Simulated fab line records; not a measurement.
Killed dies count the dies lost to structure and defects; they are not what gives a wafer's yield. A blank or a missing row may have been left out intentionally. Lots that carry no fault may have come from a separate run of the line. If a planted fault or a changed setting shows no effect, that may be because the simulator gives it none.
Lot-split experiment / flow n5_finfet / on a route of 1938 steps: 7 lots, 39 wafers read

ABOUT THE SPLIT
At N5_BEOL_M6_HM_DEP_02 (deposits TiN, target thk 20 nm), the setting target_thk_a was moved away from the recipe's 200 angstrom on 12 of the 39 wafers read, by -41.8% to +47.7%. For the rest of the wafers, this setting stayed at what the recipe calls for.

FROM THE SPLIT TO THE READING: what the file shows between them, 4 steps
- N5_BEOL_M6_COAT_59: time 60 s, resist thk 100 nm
- N5_BEOL_M6_COAT_60: time 60 s, resist thk 35 nm
- N5_BEOL_M6_STRIP_68: strips in N2/H2
- N5_BEOL_M6_STRIP_67: strips in CF4

THE READING
etch.depth_nm (the simulator's own value, which no gauge read), in nm, at N5_BEOL_M6_HM_OPEN_17 (chemistry Cl2/BCl3, target TiN, target depth 20 nm, overetch 6 nm). The file does not state a usual value for it. Across the 27 wafers here that went through the recipe, the average is 20.00 nm and the standard deviation 0.19 nm.

wafer=L083.1; tool, chamber at the split=pvd_sputter-01, -; target_thk_a as run, angstrom=116.5; against the recipe=-41.8%; etch.depth_nm, nm=11.84; against lot-mates on the recipe=-8.35
wafer=L083.2; tool, chamber at the split=pvd_sputter-01, -; target_thk_a as run, angstrom=200; against the recipe=recipe; etch.depth_nm, nm=20.11; against lot-mates on the recipe=-
wafer=L083.3; tool, chamber at the split=pvd_sputter-01, -; target_thk_a as run, angstrom=200; against the recipe=recipe; etch.depth_nm, nm=20.12; against lot-mates on the recipe=-
wafer=L083.4; tool, chamber at the split=pvd_sputter-01, -; target_thk_a as run, angstrom=116.5; against the recipe=-41.8%; etch.depth_nm, nm=11.77; against lot-mates on the recipe=-8.42
wafer=L083.5; tool, chamber at the split=pvd_sputter-01, -; target_thk_a as run, angstrom=200; against the recipe=recipe; etch.depth_nm, nm=20.33; against lot-mates on the recipe=-
wafer=L083.6; tool, chamber at the split=pvd_sputter-01, -; target_thk_a as run, angstrom=116.5; against the recipe=-41.8%; etch.depth_nm, nm=11.79; against lot-mates on the recipe=-8.40
wafer=L082.1; tool, chamber at the split=pvd_sputter-02, -; target_thk_a as run, angstrom=200; against the recipe=recipe; etch.depth_nm, nm=19.93; against lot-mates on the recipe=-
wafer=L082.2; tool, chamber at the split=pvd_sputter-02, -; target_thk_a as run, angstrom=295.4; against the recipe=+47.7%; etch.depth_nm, nm=26.57; against lot-mates on the recipe=+6.66
wafer=L082.3; tool, chamber at the split=pvd_sputter-02, -; target_thk_a as run, angstrom=295.4; against the recipe=+47.7%; etch.depth_nm, nm=26.23; against lot-mates on the recipe=+6.32
wafer=L082.4; tool, chamber at the split=pvd_sputter-02, -; target_thk_a as run, angstrom=295.4; against the recipe=+47.7%; etch.depth_nm, nm=26.43; against lot-mates on the recipe=+6.52
wafer=L082.5; tool, chamber at the split=pvd_sputter-02, -; target_thk_a as run, angstrom=200; against the recipe=recipe; etch.depth_nm, nm=19.92; against lot-mates on the recipe=-
wafer=L082.6; tool, chamber at the split=pvd_sputter-02, -; target_thk_a as run, angstrom=200; against the recipe=recipe; etch.depth_nm, nm=19.88; against lot-mates on the recipe=-
wafer=L088.1; tool, chamber at the split=pvd_sputter-03, -; target_thk_a as run, angstrom=169.4; against the recipe=-15.3%; etch.depth_nm, nm=16.81; against lot-mates on the recipe=-2.89
wafer=L088.2; tool, chamber at the split=pvd_sputter-03, -; target_thk_a as run, angstrom=200; against the recipe=recipe; etch.depth_nm, nm=19.5; against lot-mates on the recipe=-
wafer=L088.3; tool, chamber at the split=pvd_sputter-03, -; target_thk_a as run, angstrom=169.4; against the recipe=-15.3%; etch.depth_nm, nm=16.72; against lot-mates on the recipe=-2.98
wafer=L088.4; tool, chamber at the split=pvd_sputter-03, -; target_thk_a as run, angstrom=200; against the recipe=recipe; etch.depth_nm, nm=19.76; against lot-mates on the recipe=-
wafer=L088.5; tool, chamber at the split=pvd_sputter-03, -; target_thk_a as run, angstrom=169.4; against the recipe=-15.3%; etch.depth_nm, nm=16.9; against lot-mates on the recipe=-2.80
wafer=L088.6; tool, chamber at the split=pvd_sputter-03, -; target_thk_a as run, angstrom=200; against the recipe=recipe; etch.depth_nm, nm=19.83; against lot-mates on the recipe=-
wafer=L087.1; tool, chamber at the split=pvd_sputter-01, -; target_thk_a as run, angstrom=200; against the recipe=recipe; etch.depth_nm, nm=20.21; against lot-mates on the recipe=-
wafer=L087.2; tool, chamber at the split=pvd_sputter-01, -; target_thk_a as run, angstrom=200; against the recipe=recipe; etch.depth_nm, nm=20.15; against lot-mates on the recipe=-
wafer=L087.3; tool, chamber at the split=pvd_sputter-01, -; target_thk_a as run, angstrom=200; against the recipe=recipe; etch.depth_nm, nm=20.12; against lot-mates on the recipe=-
wafer=L087.4; tool, chamber at the split=pvd_sputter-01, -; target_thk_a as run, angstrom=200; against the recipe=recipe; etch.depth_nm, nm=20.04; against lot-mates on the recipe=-
wafer=L087.5; tool, chamber at the split=pvd_sputter-01, -; target_thk_a as run, angstrom=200; against the recipe=recipe; etch.depth_nm, nm=20.34; against lot-mates on the recipe=-
wafer=L087.6; tool, chamber at the split=pvd_sputter-01, -; target_thk_a as run, angstrom=200; against the recipe=recipe; etch.depth_nm, nm=20.09; against lot-mates on the recipe=-
wafer=L092.1; tool, chamber at the split=pvd_sputter-03, -; target_thk_a as run, angstrom=200; against the recipe=recipe; etch.depth_nm, nm=19.7; against lot-mates on the recipe=-
wafer=L092.5; tool, chamber at the split=pvd_sputter-03, -; target_thk_a as run, angstrom=200; against the recipe=recipe; etch.depth_nm, nm=20; against lot-mates on the recipe=-
wafer=L092.6; tool, chamber at the split=pvd_sputter-03, -; target_thk_a as run, angstrom=200; against the recipe=recipe; etch.depth_nm, nm=19.81; against lot-mates on the recipe=-
wafer=L091.1; tool, chamber at the split=pvd_sputter-01, -; target_thk_a as run, angstrom=200; against the recipe=recipe; etch.depth_nm, nm=20.18; against lot-mates on the recipe=-
wafer=L091.2; tool, chamber at the split=pvd_sputter-01, -; target_thk_a as run, angstrom=200; against the recipe=recipe; etch.depth_nm, nm=19.68; against lot-mates on the recipe=-
wafer=L091.3; tool, chamber at the split=pvd_sputter-01, -; target_thk_a as run, angstrom=200; against the recipe=recipe; etch.depth_nm, nm=20.09; against lot-mates on the recipe=-
wafer=L091.4; tool, chamber at the split=pvd_sputter-01, -; target_thk_a as run, angstrom=200; against the recipe=recipe; etch.depth_nm, nm=20.05; against lot-mates on the recipe=-
wafer=L091.5; tool, chamber at the split=pvd_sputter-01, -; target_thk_a as run, angstrom=200; against the recipe=recipe; etch.depth_nm, nm=20.08; against lot-mates on the recipe=-
wafer=L091.6; tool, chamber at the split=pvd_sputter-01, -; target_thk_a as run, angstrom=200; against the recipe=recipe; etch.depth_nm, nm=19.93; against lot-mates on the recipe=-
wafer=L095.1; tool, chamber at the split=pvd_sputter-01, -; target_thk_a as run, angstrom=271.7; against the recipe=+35.9%; etch.depth_nm, nm=26.82; against lot-mates on the recipe=+6.77
wafer=L095.2; tool, chamber at the split=pvd_sputter-01, -; target_thk_a as run, angstrom=200; against the recipe=recipe; etch.depth_nm, nm=19.99; against lot-mates on the recipe=-
wafer=L095.3; tool, chamber at the split=pvd_sputter-01, -; target_thk_a as run, angstrom=271.7; against the recipe=+35.9%; etch.depth_nm, nm=26.78; against lot-mates on the recipe=+6.73
wafer=L095.4; tool, chamber at the split=pvd_sputter-01, -; target_thk_a as run, angstrom=271.7; against the recipe=+35.9%; etch.depth_nm, nm=26.57; against lot-mates on the recipe=+6.52
wafer=L095.5; tool, chamber at the split=pvd_sputter-01, -; target_thk_a as run, angstrom=200; against the recipe=recipe; etch.depth_nm, nm=20.03; against lot-mates on the recipe=-
wafer=L095.6; tool, chamber at the split=pvd_sputter-01, -; target_thk_a as run, angstrom=200; against the recipe=recipe; etch.depth_nm, nm=20.12; against lot-mates on the recipe=-

FIT RESULTS
A straight line over all 39 wafers: etch.depth_nm changes by +0.17 nm for each +1% of target_thk_a; r = +0.99; the points scatter about the line by 0.61 nm.
The same after taking each lot's own level away (the mean of its wafers on the recipe; 39 wafers): +0.171 nm for each +1%; r = +0.99; scatter 0.59 nm.
Per that fit: largest target_thk_a move, reading shift of 8.2 nm.
Measured against the standard deviation above, the lots' own levels, which go from 19.697 to 20.187 nm, span 2.5 times it.
Hence the lot-to-lot level has little effect on the slope; both slopes agree.
Check: +8.21 nm against its lot-mates is what the line predicts for one of the wafers moved furthest among these (+47.7%) when that wafer is left out of the fit. It came out at +6.66 nm against them.

OTHER SPLITS APPLIED TO THESE WAFERS
These wafers also went through other splits before the reading. Each is held against what the fit with the lots' levels taken away leaves over:
other split on the same wafers=N5_HKMG_FIN_DEVELOP_11 develop_time_s; wafers away from the commonest value=18; r with etch.depth_nm (lot level and that fit taken away)=-0.06
other split on the same wafers=N5_MOL_CONTACT_COAG_ETCHBACK_135 target_depth_a; wafers away from the commonest value=12; r with etch.depth_nm (lot level and that fit taken away)=+0.17
other split on the same wafers=N5_BEOL_M1_DESCUM_33 time_s; wafers away from the commonest value=12; r with etch.depth_nm (lot level and that fit taken away)=+0.25
other split on the same wafers=N5_BEOL_M2_DEP_57 time_s; wafers away from the commonest value=12; r with etch.depth_nm (lot level and that fit taken away)=-0.09

THE WHOLE CHAIN: every reading that the file lists as answering this split, in the file's order
step=N5_BEOL_M6_HM_DEP_02; what it does=deposits TiN, target thk 20 nm; reading=TiN_of_BEOL_M6_HM_DEP_02.thk_nm (the simulator's own value, which no gauge read); change (the file's fit)=+0.199 nm for each +1% of the setting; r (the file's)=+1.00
step=N5_BEOL_M6_HM_OPEN_17; what it does=chemistry Cl2/BCl3, target TiN, target depth 20 nm, overetch 6 nm; reading=etch.depth_nm (the simulator's own value, which no gauge read); change (the file's fit)=+0.17 nm for each +1% of the setting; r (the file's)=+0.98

THE FILE'S OWN FIT
etch.depth_nm changes by +0.17 nm for each +1% of target_thk_a, r = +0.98.
